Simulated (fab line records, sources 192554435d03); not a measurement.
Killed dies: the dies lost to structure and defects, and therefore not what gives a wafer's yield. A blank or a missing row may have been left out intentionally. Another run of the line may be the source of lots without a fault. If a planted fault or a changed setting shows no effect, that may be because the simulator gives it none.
Chamber matching    flow n5 finfet    N5_BEOL_M8_DESCUM_33 on rie diel-06: 4 sister chambers
The step chemistry O2, time 7 s. 14 wafers are shown with their chamber, then 7 later ones without.

## WAFERS WITH THEIR CHAMBER
wafer   chamber  drypump motor current A (A)  throttle valve pct (%)  oes product au (a.u.)
L079.1  2        6.0                          20.30                   0.71
L079.4  3        4.9                          20.54                   0.78
L079.6  1        5.7                          20.88                   0.73
L078.1  0        6.8                          20.08                   0.77
L078.3  3        4.9                          20.54                   0.78
L078.6  2        5.9                          20.30                   0.71
L082.1  1        5.7                          20.86                   0.73
L082.4  2        5.9                          20.30                   0.71
L082.6  2        5.9                          20.29                   0.70
L084.3  1        5.7                          20.89                   0.73
L084.5  1        5.7                          20.88                   0.73
L084.6  2        5.9                          20.31                   0.70
L085.2  1        5.7                          20.87                   0.72
L085.4  2        5.9                          20.29                   0.70

SIGNATURES (means of the wafers above)
reading                  chamber 0  chamber 1  chamber 2  chamber 3  scatter within a chamber
drypump motor current A  6.800      5.700      5.917      4.900      0.0289
throttle valve pct       20.0800    20.8760    20.2983    20.5400    0.00896
oes product au           0.7700     0.7280     0.7050     0.7800     0.0048
Rule: for each reading, subtract the chamber's mean from the wafer's reading, divide by that reading's scatter and square the result; add these up over the readings and take the root, which gives the wafer's distance from the chamber. If the next closest chamber is less than 2 further off than the closest, the wafer can't be placed; otherwise it belongs to the closest. How the scatter is found: for the shown wafers, subtract from each reading the mean of its chamber, square and add these, divide the total by (wafers less chambers), then take the root.

## WAFERS WHOSE CHAMBER IS MISSING
wafer   drypump motor current A (A)  throttle valve pct (%)  oes product au (a.u.)
L085.6  5.7                          20.88                   0.72
L091.4  6.0                          20.33                   0.69
L091.5  4.9                          20.56                   0.76
L091.6  6.0                          20.32                   0.69
L096.2  6.9                          20.13                   0.73
L096.3  5.9                          20.34                   0.68
L096.6  6.8                          20.14                   0.72

## WHICH CHAMBER EACH WENT THROUGH
wafer   from the rows above  in truth
L085.6  1                    1
L091.4  2                    2
L091.5  3                    3
L091.6  2                    2
L096.2  0                    0
L096.3  2                    2
L096.6  0                    0
Correct placement for 7 of the 7. Left unplaced by these rows: 0. Number placed wrongly: 0.
